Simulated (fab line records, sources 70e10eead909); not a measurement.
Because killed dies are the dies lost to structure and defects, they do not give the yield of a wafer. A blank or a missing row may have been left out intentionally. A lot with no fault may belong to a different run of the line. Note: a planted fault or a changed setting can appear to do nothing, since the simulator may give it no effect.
The tool behind it: which one? ; flow nand harc ; 23 lots, 69 wafers sampled, at 6 steps of a route of 1159

WHAT EACH GAUGE READ, for each wafer
The record lacks any reading of a measuring or inspecting step that a usual standard deviation could be used to judge.

TOOL THAT RAN EACH LOT (tool first, then ch and the chambers of the sampled wafers, then the start)
lot;NHARC_A_CHANNEL_HOLE_D1_ETCH_19;NHARC_A_CHANNEL_FILL_D1_ALD_03;NHARC_A_CHANNEL_FILL_D1_ETCHBACK_19;NHARC_A_STAIRCASE_STRIP_171;NHARC_A_STAIRCASE_TRIM_14;NHARC_A_STAIRCASE_TRIM_22
L075;har etch-02 ch 0,1, day 8 19:25;ald sin batch-02 ch 0, day 10 02:43 or earlier;rie si-01 ch 0,2,3, day 10 02:43;plasma asher-02 ch 0,1, day 11 04:22;rie diel-04 ch 0,1, no start;rie diel-05 ch 1,2, no start
L074;har etch-01 ch 0,1, day 8 19:46;ald sin batch-02 ch 0, day 10 02:42 or earlier;rie si-06 ch 1,2, day 10 02:42;plasma asher-01 ch 0,1, day 11 04:49;rie diel-11 ch 0,1,3, no start;rie diel-11 ch 1,2, no start
L076;har etch-02 ch 0,1, day 9 04:59;ald sin batch-02 ch 0, day 10 10:47 or earlier;rie si-02 ch 0,1,3, day 10 10:47;plasma asher-02 ch 0,1, day 11 12:32;rie diel-05 ch 1,3, no start;rie diel-11 ch 0,1, no start
L078;har etch-01 ch 0,1, day 9 05:28;ald sin batch-02 ch 0, day 10 10:49 or earlier;rie si-06 ch 0,1,3, day 10 10:49;plasma asher-01 ch 0,1, day 11 12:39;rie diel-11 ch 0,2,3, no start;rie diel-05 ch 0,1,3, no start
L077;har etch-02 ch 0, day 9 09:08;ald sin batch-01 ch 0, day 10 14:59 or earlier;rie si-06 ch 0,1,2, day 10 14:59;plasma asher-01 ch 0,1, day 11 16:53;rie diel-05 ch 1,2, no start;rie diel-05 ch 0,2, no start
L080;har etch-01 ch 0,1, day 9 18:55;ald sin batch-03 ch 0, day 11 06:08 or earlier;rie si-06 ch 1,2,3, day 11 06:08;plasma asher-01 ch 0,1, day 12 04:45;rie diel-11 ch 0,1,2, no start;rie diel-04 ch 1,2,3, no start
L081;har etch-02 ch 0,1, day 9 19:16;ald sin batch-01 ch 0, day 11 03:42 or earlier;rie si-01 ch 2,3, day 11 03:42;plasma asher-02 ch 0,1, day 12 05:17;rie diel-11 ch 0,1, no start;rie diel-11 ch 0,1,2, no start
L082;har etch-02 ch 0,1, day 10 06:49;ald sin batch-03 ch 0, day 11 14:34 or earlier;rie si-02 ch 1,3, day 11 14:34;plasma asher-02 ch 0,1, day 12 18:55;rie diel-05 ch 1,2, no start;rie diel-05 ch 0,1,3, no start
L084;har etch-02 ch 0, day 10 21:10;ald sin batch-02 ch 0, day 12 03:08 or earlier;rie si-06 ch 1,2,3, day 12 03:08;plasma asher-02 ch 0,1, day 13 06:17;rie diel-11 ch 0,2,3, no start;rie diel-11 ch 2,3, no start
L083;har etch-01 ch 0,1, day 11 05:10;ald sin batch-03 ch 0, day 12 11:18 or earlier;rie si-06 ch 0,1, day 12 11:18;plasma asher-02 ch 0, day 13 13:38;rie diel-11 ch 1,2, no start;rie diel-04 ch 1,3, no start
L086;har etch-02 ch 0,1, day 12 01:10;ald sin batch-01 ch 0, day 13 06:57 or earlier;rie si-06 ch 0,1,3, day 13 06:57;plasma asher-01 ch 0,1, day 14 09:55;rie diel-11 ch 1,2,3, no start;rie diel-11 ch 1,2,3, no start
L088;har etch-01 ch 0,1, day 12 01:49;ald sin batch-01 ch 0, day 13 06:59 or earlier;rie si-01 ch 0,2,3, day 13 06:59;plasma asher-02 ch 0,1, day 14 10:47;rie diel-05 ch 0,2,3, no start;rie diel-05 ch 0,2,3, no start
L087;har etch-02 ch 0,1, day 12 05:21;ald sin batch-02 ch 0, day 13 11:55 or earlier;rie si-06 ch 1,2, day 13 11:55;plasma asher-02 ch 0,1, day 14 13:50;rie diel-05 ch 0,2,3, no start;rie diel-11 ch 2,3, no start
L085;har etch-01 ch 0,1, day 12 05:57;ald sin batch-02 ch 0, day 13 11:55 or earlier;rie si-01 ch 1,2, day 13 11:55;plasma asher-02 ch 0,1, day 14 14:10;rie diel-11 ch 0,3, no start;rie diel-05 ch 0,2,3, no start
L089;har etch-01 ch 0,1, day 12 11:28;ald sin batch-02 ch 0, day 13 17:42 or earlier;rie si-02 ch 1,2, day 13 17:42;plasma asher-02 ch 0,1, day 14 18:51;rie diel-11 ch 0,2,3, no start;rie diel-11 ch 0,1,3, no start
L091;har etch-02 ch 0,1, day 12 12:24;ald sin batch-02 ch 0, day 13 17:42 or earlier;rie si-06 ch 0,1,2, day 13 17:42;plasma asher-02 ch 0,1, day 14 19:08;rie diel-05 ch 2,3, no start;rie diel-05 ch 0,2, no start
L090;har etch-01 ch 0,1, day 12 15:38;ald sin batch-01 ch 0, day 14 00:24 or earlier;rie si-06 ch 2,3, day 14 00:24;plasma asher-01 ch 1, day 15 03:19;rie diel-11 ch 1,2,3, no start;rie diel-11 ch 0,1,3, no start
L093;har etch-02 ch 0,1, day 12 18:31;ald sin batch-01 ch 0, day 14 00:27 or earlier;rie si-02 ch 1,2,3, day 14 00:27;plasma asher-01 ch 0,1, day 15 06:48;rie diel-11 ch 0,1,3, no start;rie diel-04 ch 0,1,2, no start
L092;har etch-01 ch 0, day 12 19:47;ald sin batch-01 ch 0, day 14 00:23 or earlier;rie si-02 ch 0,2,3, day 14 00:23;plasma asher-02 ch 0,1, day 15 03:14;rie diel-11 ch 1,2, no start;rie diel-11 ch 0,1, no start
L094;har etch-01 ch 0,1, day 13 05:01;ald sin batch-02 ch 0, day 14 12:05 or earlier;rie si-01 ch 1,2, day 14 12:05;plasma asher-02 ch 0,1, day 15 14:05;rie diel-05 ch 2,3, day 15 20:01 or earlier;rie diel-05 ch 2,3, day 15 20:01
L095;har etch-02 ch 1, day 13 05:14;ald sin batch-02 ch 0, day 14 12:06 or earlier;rie si-02 ch 0,1,2, day 14 12:06;plasma asher-01 ch 0,1, day 15 14:27;rie diel-04 ch 0,1,3, no start;rie diel-11 ch 0,2, no start
L096;har etch-02 ch 0,1, day 13 16:12;ald sin batch-03 ch 0, day 15 01:22 or earlier;rie si-06 ch 0,1,3, day 15 01:22;plasma asher-01 ch 0,1, day 16 03:44;rie diel-11 ch 0,2,3, no start;rie diel-04 ch 1,2, no start
L097;har etch-02 ch 0,1, day 14 02:13;ald sin batch-01 ch 0, day 15 13:53 or earlier;rie si-01 ch 1,3, day 15 13:53;plasma asher-02 ch 0,1, day 16 15:17;rie diel-11 ch 0,1,2, no start;rie diel-11 ch 1,2, no start
- NHARC_A_CHANNEL_HOLE_D1_ETCH_19: etches the open film in C4F8/O2/Ar, time 34.5 s.
- NHARC_A_CHANNEL_FILL_D1_ALD_03: deposits SiNx, target thk 6 nm, pulse time 60 s, ald cycles 58.
- NHARC_A_CHANNEL_FILL_D1_ETCHBACK_19: etches the open film in HBr/Cl2, target depth 5 nm, time 1.7 s.
- NHARC_A_STAIRCASE_STRIP_171: strips in O2.
- NHARC_A_STAIRCASE_TRIM_14: chemistry O2, time 211.2 s.
- NHARC_A_STAIRCASE_TRIM_22: chemistry O2, time 211.2 s.

AS READ BY THE TOOLS THEMSELVES (means over the sampled wafers that have a number; for cases with no such wafer, the mark the record gives instead)
NHARC_A_CHANNEL_HOLE_D1_ETCH_19. Usual: drypump motor current A 5.8 A, standard deviation 0.58; mfc ar sccm 375.0 sccm, standard deviation 0.96; rf fwd power W 2449 W, standard deviation 13; showerhead plenum p Torr 3.85 Torr, standard deviation 0.051; throttle valve pct 37.038 %, standard deviation 0.0099.
lot;tool;drypump motor current A (A);mfc ar sccm (sccm);rf fwd power W (W);showerhead plenum p Torr (Torr);throttle valve pct (%);flag
L075;har etch-02;5.3;375.4;2446;3.83;37.037;
L074;har etch-01;6.4;375.3;2452;3.87;37.036;
L076;har etch-02;5.3;375.9;2454;3.83;37.039;
L078;har etch-01;6.5;374.8;2444;3.87;37.044;
L077;har etch-02;5.2;373.3;2449;3.92;37.048;
L080;har etch-01;6.5;374.8;2441;3.87;37.032;
L081;har etch-02;5.3;374.4;2450;3.82;37.036;
L082;har etch-02;5.3;374.4;2451;3.87;37.033;
L084;har etch-02;5.2;375.9;2449;3.91;37.031;
L083;har etch-01;6.3;375.0;2458;3.86;37.039;
L086;har etch-02;5.3;375.3;2455;3.86;37.031;
L088;har etch-01;6.5;374.9;2447;3.86;37.039;
L087;har etch-02;5.3;375.2;2431;3.81;37.041;
L085;har etch-01;6.5;374.9;2442;3.86;37.040;
L089;har etch-01;6.4;374.6;2450;3.85;37.037;
L091;har etch-02;5.3;374.7;2437;3.81;37.040;
L090;har etch-01;6.5;374.5;2452;3.85;37.035;
L093;har etch-02;5.3;375.2;2440;3.80;37.047;
L092;har etch-01;6.6;375.9;2436;3.85;37.031;
L094;har etch-01;6.3;374.5;2449;3.85;37.047;
L095;har etch-02;5.4;376.2;2442;3.76;37.042;
L096;har etch-02;5.4;374.6;2452;3.80;37.035;
L097;har etch-02;5.3;373.8;2458;3.84;37.037;

NHARC_A_CHANNEL_FILL_D1_ALD_03. Usual: precursor pulse height rel reads 1.004 (standard deviation 0.02).
lot;tool;precursor pulse height rel;flag
L075;ald sin batch-02;1.005;
L074;ald sin batch-02;0.985;
L076;ald sin batch-02;1.003;
L078;ald sin batch-02;0.979;
L077;ald sin batch-01;1.018;
L080;ald sin batch-03;1.020;
L081;ald sin batch-01;0.990;
L082;ald sin batch-03;1.008;
L084;ald sin batch-02;0.998;
L083;ald sin batch-03;1.024;
L086;ald sin batch-01;1.007;
L088;ald sin batch-01;0.995;
L087;ald sin batch-02;1.001;
L085;ald sin batch-02;1.003;
L089;ald sin batch-02;0.990;
L091;ald sin batch-02;1.003;
L090;ald sin batch-01;1.004;
L093;ald sin batch-01;1.024;
L092;ald sin batch-01;1.012;
L094;ald sin batch-02;1.015;
L095;ald sin batch-02;0.990;
L096;ald sin batch-03;0.994;
L097;ald sin batch-01;0.984;

NHARC_A_CHANNEL_FILL_D1_ETCHBACK_19. Usual: drypump motor current A 5.7 A, standard deviation 0.57; oes product au 0.995 a.u., standard deviation 0.0067; rf fwd power W 390.3 W, standard deviation 1.4; throttle valve pct 26.406 %, standard deviation 0.0095.
lot;tool;drypump motor current A (A);oes product au (a.u.);rf fwd power W (W);throttle valve pct (%);flag
L075;rie si-01;5.7;0.997;388.4;26.412;
L074;rie si-06;5.7;0.996;390.1;26.401;
L076;rie si-02;5.2;0.993;391.0;26.414;
L078;rie si-06;5.9;0.999;390.6;26.409;
L077;rie si-06;5.9;0.992;389.7;26.404;
L080;rie si-06;5.7;0.996;389.0;26.419;
L081;rie si-01;5.8;0.987;388.6;26.404;
L082;rie si-02;5.2;0.995;391.6;26.411;
L084;rie si-06;5.7;0.995;389.9;26.407;
L083;rie si-06;6.2;0.995;391.3;26.403;
L086;rie si-06;6.0;0.993;390.5;26.409;
L088;rie si-01;5.7;0.992;390.4;26.410;
L087;rie si-06;6.2;0.991;391.5;26.409;
L085;rie si-01;6.1;0.989;390.2;26.415;
L089;rie si-02;5.9;1.000;390.2;26.396;
L091;rie si-06;5.9;0.996;391.5;26.406;
L090;rie si-06;5.2;0.994;389.4;26.405;
L093;rie si-02;5.8;0.997;390.1;26.401;
L092;rie si-02;5.6;1.003;390.8;26.407;
L094;rie si-01;6.1;1.000;389.2;26.405;
L095;rie si-02;5.7;0.995;390.0;26.408;
L096;rie si-06;6.0;0.994;391.8;26.414;
L097;rie si-01;5.7;1.000;390.2;26.402;

NHARC_A_STAIRCASE_STRIP_171. Usual: drypump motor current A 6.1 A, standard deviation 0.33; heater power w 310 W, standard deviation 12.
lot;tool;drypump motor current A (A);heater power w (W);flag
L075;plasma asher-02;6.4;302;
L074;plasma asher-01;5.8;320;
L076;plasma asher-02;6.2;302;
L078;plasma asher-01;5.8;324;
L077;plasma asher-01;5.8;322;
L080;plasma asher-01;5.8;321;
L081;plasma asher-02;6.2;299;
L082;plasma asher-02;6.4;307;
L084;plasma asher-02;6.4;301;
L083;plasma asher-02;5.9;301;
L086;plasma asher-01;5.8;319;
L088;plasma asher-02;6.4;302;
L087;plasma asher-02;6.4;302;
L085;plasma asher-02;6.4;304;
L089;plasma asher-02;6.2;306;
L091;plasma asher-02;6.4;303;
L090;plasma asher-01;5.9;311;
L093;plasma asher-01;5.8;319;
L092;plasma asher-02;6.4;303;
L094;plasma asher-02;6.4;301;
L095;plasma asher-01;5.9;326;
L096;plasma asher-01;5.8;324;
L097;plasma asher-02;6.4;304;

NHARC_A_STAIRCASE_TRIM_14. Usual: drypump motor current A 5.7 A, standard deviation 0.33; mfc ar sccm 0.002 sccm, standard deviation 0.0044; oes product au 1.006 a.u., standard deviation 0.0073; rf vpp V 57.9 V, standard deviation 0.93; showerhead plenum p Torr 3.56 Torr, standard deviation 0.11; throttle valve pct 17.037 %, standard deviation 0.0091.
lot;tool;drypump motor current A (A);mfc ar sccm (sccm);oes product au (a.u.);rf vpp V (V);showerhead plenum p Torr (Torr);throttle valve pct (%);flag
L075;rie diel-04;5.6;0.009;1.007;58.0;3.58;17.034;
L074;rie diel-11;5.6;0.002;1.008;58.4;3.59;17.036;
L076;rie diel-05;6.0;0.011;1.010;57.2;3.56;17.036;
L078;rie diel-11;5.8;0.000;1.009;58.1;3.64;17.044;
L077;rie diel-05;5.6;0.006;1.002;58.0;3.55;17.042;
L080;rie diel-11;5.6;0.002;1.009;58.3;3.63;17.031;
L081;rie diel-11;5.4;0.005;1.003;57.7;3.58;17.037;
L082;rie diel-05;5.7;0.006;1.006;56.5;3.54;17.045;
L084;rie diel-11;5.8;0.000;1.005;57.7;3.63;17.038;
L083;rie diel-11;5.9;0.002;1.007;58.1;3.71;17.031;
L086;rie diel-11;5.8;0.002;0.995;58.0;3.65;17.034;
L088;rie diel-05;5.8;0.000;1.009;57.6;3.45;17.039;
L087;rie diel-05;5.9;0.000;1.006;56.6;3.45;17.046;
L085;rie diel-11;5.5;0.000;1.008;58.4;3.54;17.041;
L089;rie diel-11;5.8;0.000;0.996;57.9;3.62;17.041;
L091;rie diel-05;5.6;0.000;1.004;57.8;3.43;17.030;
L090;rie diel-11;5.8;0.002;1.000;58.2;3.65;17.034;
L093;rie diel-11;5.6;0.002;1.009;57.8;3.57;17.041;
L092;rie diel-11;5.9;0.002;1.004;58.4;3.70;17.040;
L094;rie diel-05;5.8;0.000;1.004;57.2;3.38;17.041;
L095;rie diel-04;5.7;0.004;1.009;57.5;3.54;17.033;
L096;rie diel-11;5.8;0.000;1.009;57.2;3.61;17.036;
L097;rie diel-11;5.7;0.002;1.011;57.9;3.61;17.034;

NHARC_A_STAIRCASE_TRIM_22. Usual: drypump motor current A 5.8 A, standard deviation 0.33; mfc ar sccm 0.002 sccm, standard deviation 0.0049; oes product au 1.003 a.u., standard deviation 0.0075; rf vpp V 57.7 V, standard deviation 0.8; showerhead plenum p Torr 3.56 Torr, standard deviation 0.11; throttle valve pct 17.036 %, standard deviation 0.0096.
lot;tool;drypump motor current A (A);mfc ar sccm (sccm);oes product au (a.u.);rf vpp V (V);showerhead plenum p Torr (Torr);throttle valve pct (%);flag
L075;rie diel-05;5.6;0.006;1.011;57.0;3.55;17.042;
L074;rie diel-11;5.7;0.005;1.001;58.5;3.66;17.037;
L076;rie diel-11;5.4;0.002;1.008;58.0;3.55;17.027;
L078;rie diel-05;6.0;0.006;1.004;57.3;3.52;17.043;
L077;rie diel-05;5.6;0.000;1.012;57.8;3.51;17.038;
L080;rie diel-04;5.6;0.000;1.001;56.9;3.50;17.038;
L081;rie diel-11;5.7;0.002;1.003;57.8;3.63;17.034;
L082;rie diel-05;6.0;0.006;1.003;58.0;3.52;17.033;
L084;rie diel-11;6.0;0.000;1.010;57.6;3.66;17.044;
L083;rie diel-04;5.8;0.000;0.992;57.3;3.54;17.030;
L086;rie diel-11;5.9;0.002;1.007;57.3;3.65;17.034;
L088;rie diel-05;5.9;0.000;1.007;57.7;3.45;17.031;
L087;rie diel-11;5.9;0.000;1.004;58.2;3.66;17.036;
L085;rie diel-05;5.9;0.000;1.007;56.9;3.45;17.030;
L089;rie diel-11;5.6;0.002;0.997;58.5;3.57;17.038;
L091;rie diel-05;5.7;0.000;1.000;57.1;3.50;17.024;
L090;rie diel-11;5.6;0.002;1.003;57.6;3.57;17.032;
L093;rie diel-04;5.6;0.004;1.002;57.8;3.50;17.042;
L092;rie diel-11;5.5;0.005;0.995;58.0;3.56;17.040;
L094;rie diel-05;5.6;0.000;0.998;57.8;3.42;17.038;
L095;rie diel-11;5.6;0.000;1.005;57.8;3.59;17.023;
L096;rie diel-04;5.2;0.000;1.004;57.1;3.46;17.037;
L097;rie diel-11;5.7;0.005;1.001;57.9;3.64;17.034;

THE ANSWER, worked out from the rows above alone
Rule: a lot counts as off when the mean over its wafers that have a number is more than 3 standard deviations away from the usual mean. Also off: a lot with no number at a reading for which 4 or more lots have one. Where the step has rows for the other lots, those lots are counted as sound. First the gauges in route order, then the tools' own readings, where a lot's mean is used as printed above. The first step at which some lot is off is used, and at that step the reading that is off furthest; a lot without a number counts as furthest.
Nothing can be told from this: no lot is off at any reading shown.

WHAT THE SIMULATOR PUT IN
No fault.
